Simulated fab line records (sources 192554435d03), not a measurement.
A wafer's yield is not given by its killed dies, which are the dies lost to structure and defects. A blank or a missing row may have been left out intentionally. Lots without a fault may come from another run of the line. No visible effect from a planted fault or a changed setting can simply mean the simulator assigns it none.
fab line records	flow n5-finfet
record lots=12	wafers=34	last-day=17
route steps=1938 shown BEOL_M4@1108 BEOL_M5@1113
lots untouched by any fault: they come from a run of this same line in which no faults occurred
start-h: hours from the record's first day to the start of the lot's first wafer shown	wait-h: how many hours have passed since the lot's step before this one	" identical to the entry in the row above	L1.1+2: several wafers, shown together as one row	- no value present, or no start provided	* or withheld: withheld	< > ~ a bound
route shown NAME@n: NAME is a module with steps in the file, n the number in the route of the first one	usual: mean/standard deviation of fault-free wafers	same: alike in all rows	chamber/n: place in a boat	sites: per-site readings	_std_site: the standard deviation of these	_edge_site: outer sites' mean less inner sites'	radius-mm: how far each site lies from the wafer's centre	mask NAME#n: copy n	behind: the most recent tool/chamber to have shaped the wafer	hold: why the lot went on hold/how many hours it stayed there/how the hold came to an end	device: which transistor (n, p or np) failed to switch	end of line: the tests these same wafers got at the end of their route	a step without rows: its recipe alone	killed: count of dies lost to structure and defects at first sort (not the wafer's yield)	map: a wafer's dies, x killed, . not, _ none there
set.NAME: the setting the step ran with; set.NAME@STEP: the setting that earlier step ran with	model.NAME: the simulator's own value behind a step, which no gauge read
route steps across a sampled set of lots; one table per step, one row per wafer
services: a tool's chamber out of use, with start hour (start-h, from the record's first day; less than 0 if before it), hours out, and reason
## steps
# step N5_BEOL_M4_DEP_57
# recipe material=SiCN	target-thk-a=80	temp-c=withheld	precursor=3MS/NH3	pressure-torr=3	rf-w=202	time-s=14
# usual rf-fwd-power-W=199.3/0.74	showerhead-plenum-p-Torr=3.662/0.01	throttle-valve-pct=9.0/0.45
lot.wafer	tool	chamber	start-h	wait-h	rf-fwd-power-W	showerhead-plenum-p-Torr	throttle-valve-pct
L474.4	pecvd-04	1	158.34	0.0	199.1	3.661	9.6
L474.5	"	2	"	"	199.8	3.657	9.4
L474.6	"	0	"	"	199.3	3.680	8.6
L475.2	pecvd-04	2	174.07	0.0	199.8	3.666	9.2
L475.3	"	1	"	"	198.1	3.655	9.1
L475.4	"	2	"	"	200.7	3.664	9.2
L479.2	pecvd-02	2	194.38	0.0	198.8	3.654	8.7
L479.3	"	1	"	"	200.8	3.667	9.2
L479.5	"	1	"	"	198.8	3.659	9.1
L481.2	pecvd-04	2	201.02	0.0	199.4	3.660	9.3
L481.3	"	1	"	"	198.5	3.643	9.4
L481.5	"	1	"	"	197.8	3.652	9.4
L482.1	pecvd-03	2	218.95	0.0	200.5	3.659	8.8
L482.4	"	1	"	"	200.5	3.682	8.3
L482.6	"	2	"	"	199.6	3.666	9.0
L484.1	pecvd-02	0	221.13	0.0	199.1	3.659	8.8
L484.2	"	1	"	"	200.0	3.663	9.0
L484.4	"	0	"	"	199.3	3.662	8.9
L486.1	pecvd-02	1	245.36	0.0	199.3	3.652	9.0
L486.3	"	2	"	"	198.1	3.644	8.8
L486.4	"	1	"	"	199.7	3.665	9.2
L492.1	pecvd-04	1	273.91	0.0	199.6	3.654	9.3
L492.6	"	2	"	"	198.5	3.658	9.2
L493.2	pecvd-04	2	276.56	0.0	199.3	3.670	9.3
L493.4	"	2	"	"	199.4	3.669	9.2
L493.6	"	1	"	"	198.1	3.648	9.3
L494.1	pecvd-03	1	281.18	0.0	199.7	3.678	8.4
L494.2	"	2	"	"	199.0	3.667	8.8
L494.6	"	2	"	"	199.1	3.662	9.0
L495.1	pecvd-03	2	300.51	0.0	199.4	3.652	8.8
L495.5	"	1	"	"	198.8	3.681	8.5
L496.1	pecvd-03	2	305.91	0.0	199.5	3.653	8.8
L496.2	"	0	"	"	199.2	3.662	10.2
L496.6	"	1	"	"	200.3	3.682	8.7
# step N5_BEOL_M5_CURE_79
# recipe temp-c=385	time-s=240	ambient=He/Ar	material=SiCOH_lowk
# usual lamp-power-pct=52.31/0.056	wafer_temp_C_max=386.5/0.54
lot.wafer	tool	chamber	start-h	wait-h	lamp-power-pct	wafer_temp_C_max
L474.4	uv-cure-03	1	159.70	0.3	52.34	386.9
L474.5	"	1	"	"	52.29	386.8
L474.6	"	1	"	"	52.26	386.5
L475.2	uv-cure-02	1	175.29	0.1	52.30	386.2
L475.3	"	1	"	"	52.29	385.9
L475.4	"	1	"	"	52.35	386.5
L479.2	uv-cure-02	2	195.60	0.1	52.23	385.6
L479.3	"	2	"	"	52.37	386.4
L479.5	"	2	"	"	52.39	385.8
L481.2	uv-cure-01	1	202.32	0.2	52.41	386.4
L481.3	"	1	"	"	52.23	386.3
L481.5	"	1	"	"	52.33	386.0
L482.1	uv-cure-03	2	220.12	0.1	52.22	387.2
L482.4	"	2	"	"	52.35	387.3
L482.6	"	2	"	"	52.17	387.9
L484.1	uv-cure-01	0	222.29	0.1	52.27	387.3
L484.2	"	0	"	"	52.22	386.5
L484.4	"	0	"	"	52.35	386.6
L486.1	uv-cure-03	0	246.50	0.0	52.37	386.5
L486.3	"	0	"	"	52.35	386.7
L486.4	"	0	"	"	52.30	386.2
L492.1	uv-cure-02	1	275.08	0.0	52.41	386.6
L492.6	"	1	"	"	52.44	386.1
L493.2	uv-cure-01	2	277.81	0.1	52.25	387.4
L493.4	"	2	"	"	52.28	386.7
L493.6	"	2	"	"	52.32	386.9
L494.1	uv-cure-03	1	282.32	0.0	52.23	387.6
L494.2	"	1	"	"	52.26	387.7
L494.6	"	1	"	"	52.29	387.5
L495.1	uv-cure-02	0	301.65	0.0	52.28	386.0
L495.5	"	0	"	"	52.34	385.8
L496.1	uv-cure-02	1	307.07	0.1	52.30	386.7
L496.2	"	1	"	"	52.33	386.5
L496.6	"	1	"	"	52.20	386.1
# step N5_BEOL_M5_HM_DEP_02
# recipe material=TiN	target-thk-a=200	temp-c=25	chamber-pressure-pa=0.49996
# usual chamber-pressure-pa=0.5000/0.001	substrate-temp-c=24.98/0.12	throttle-valve-pct=29.8/1.2
lot.wafer	tool	chamber	start-h	wait-h	chamber-pressure-pa	substrate-temp-c	throttle-valve-pct
L474.4	pvd-sputter-03	-	161.34	1.3	0.4991	24.89	28.9
L474.5	"	-	"	"	0.4989	24.92	31.3
L474.6	"	-	"	"	0.4979	24.90	31.7
L475.2	pvd-sputter-01	-	176.65	0.9	0.5009	24.91	27.4
L475.3	"	-	"	"	0.5005	24.74	30.1
L475.4	"	-	"	"	0.4992	25.02	29.4
L479.2	pvd-sputter-02	-	196.12	0.0	0.5001	24.95	30.1
L479.3	"	-	"	"	0.4997	25.07	28.7
L479.5	"	-	"	"	0.4984	25.11	29.9
L481.2	pvd-sputter-01	-	204.55	1.3	0.4996	25.03	30.5
L481.3	"	-	"	"	0.5011	24.90	29.3
L481.5	"	-	"	"	0.4990	24.99	30.3
L482.1	pvd-sputter-01	-	222.01	0.8	0.4995	25.03	29.3
L482.4	"	-	"	"	0.5014	24.80	28.1
L482.6	"	-	"	"	0.4991	25.06	29.4
L484.1	pvd-sputter-03	-	225.17	2.3	0.4989	25.20	29.6
L484.2	"	-	"	"	0.4988	25.19	31.2
L484.4	"	-	"	"	0.5016	24.90	29.1
L486.1	pvd-sputter-03	-	247.88	0.8	0.5002	25.12	31.5
L486.3	"	-	"	"	0.4995	24.86	29.4
L486.4	"	-	"	"	0.4991	24.89	30.9
L492.1	pvd-sputter-03	-	276.25	0.6	0.5010	25.01	29.4
L492.6	"	-	"	"	0.4991	24.93	31.7
L493.2	pvd-sputter-03	-	279.93	1.6	0.4991	24.92	29.5
L493.4	"	-	"	"	0.4988	24.97	31.0
L493.6	"	-	"	"	0.4967	25.19	31.0
L494.1	pvd-sputter-01	-	283.34	0.4	0.4984	25.02	29.1
L494.2	"	-	"	"	0.4992	24.95	27.3
L494.6	"	-	"	"	0.4998	24.88	27.2
L495.1	pvd-sputter-02	-	302.26	0.0	0.4993	25.18	30.1
L495.5	"	-	"	"	0.5006	25.05	30.2
L496.1	pvd-sputter-03	-	308.45	0.8	0.4991	25.07	31.2
L496.2	"	-	"	"	0.5024	24.84	29.2
L496.6	"	-	"	"	0.5009	24.98	31.8
# step N5_BEOL_M5_COAT_05
# recipe resist=CAR-EUV	spin-rpm=1500	resist-thk-nm=30
# usual spin-speed-rpm=1500.0/1.2
lot.wafer	tool	chamber	start-h	wait-h	spin-speed-rpm
L474.4	litho-track-01	0	161.43	-	1500.6
L474.5	"	0	"	"	1499.9
L474.6	"	0	"	"	1499.8
L475.2	litho-track-01	0	176.78	-	1499.9
L475.3	"	0	"	"	1498.5
L475.4	"	0	"	"	1499.7
L479.2	litho-track-02	0	196.26	-	1497.4
L479.3	"	0	"	"	1499.3
L479.5	"	0	"	"	1499.4
L481.2	litho-track-03	0	204.69	-	1276.7
L481.3	"	0	"	"	1277.7
L481.5	"	0	"	"	1278.9
L482.1	litho-track-01	0	222.15	-	1500.7
L482.4	"	0	"	"	1501.4
L482.6	"	0	"	"	1501.3
L484.1	litho-track-03	0	225.31	-	1277.6
L484.2	"	0	"	"	1276.3
L484.4	"	0	"	"	1277.2
L486.1	litho-track-01	0	248.01	-	1499.2
L486.3	"	0	"	"	1498.9
L486.4	"	0	"	"	1499.5
L492.1	litho-track-01	0	276.38	-	1499.1
L492.6	"	0	"	"	1498.8
L493.2	litho-track-02	0	280.06	-	1500.8
L493.4	"	0	"	"	1499.5
L493.6	"	0	"	"	1499.3
L494.1	litho-track-03	0	283.47	-	1500.5
L494.2	"	0	"	"	1500.8
L494.6	"	0	"	"	1499.1
L495.1	litho-track-03	0	302.39	-	1499.5
L495.5	"	0	"	"	1500.9
L496.1	litho-track-03	0	308.60	-	1501.6
L496.2	"	0	"	"	1501.9
L496.6	"	0	"	"	1499.3
## services
tool	chamber	start-h	hours	kind
pecvd-02	2	135.92	18.3	repair
uv-cure-02	-	138.03	1.0	pm
uv-cure-01	-	151.81	4.8	repair
uv-cure-02	-	154.86	2.2	repair
uv-cure-01	-	162.00	5.0	pm
uv-cure-01	-	171.95	1.5	repair
pecvd-02	1	178.61	2.1	scheduled-down
litho-track-02	-	193.05	-	consumable-replace:filter
pecvd-03	0	218.77	14.6	repair
pecvd-03	-	232.87	3.7	repair
pecvd-04	0	271.90	10.6	repair
pecvd-02	-	278.99	1.1	repair
litho-track-03	-	279.98	-	consumable-replace:filter
pecvd-02	0	297.90	5.5	scheduled-down
## key
first-sign step=N5_BEOL_M5_COAT_05	reading=spin-speed-rpm	direction=down	sigmas=99+	usual=*	struck=*
effect none on later readings
met-at N5_BEOL_M5_COAT_05
struck-lots L481,L484
not-acting-at N5_BEOL_M4_DEP_57,N5_BEOL_M5_CURE_79,N5_BEOL_M5_HM_DEP_02
fault kind=process-parameter-drift	tool=litho-track-03	chamber=-	onset-h=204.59	steps=N5_BEOL_M5_COAT_05	channel=spin-rpm	offset=*	shape=step	end-h=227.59	acts-in=*	stated=*
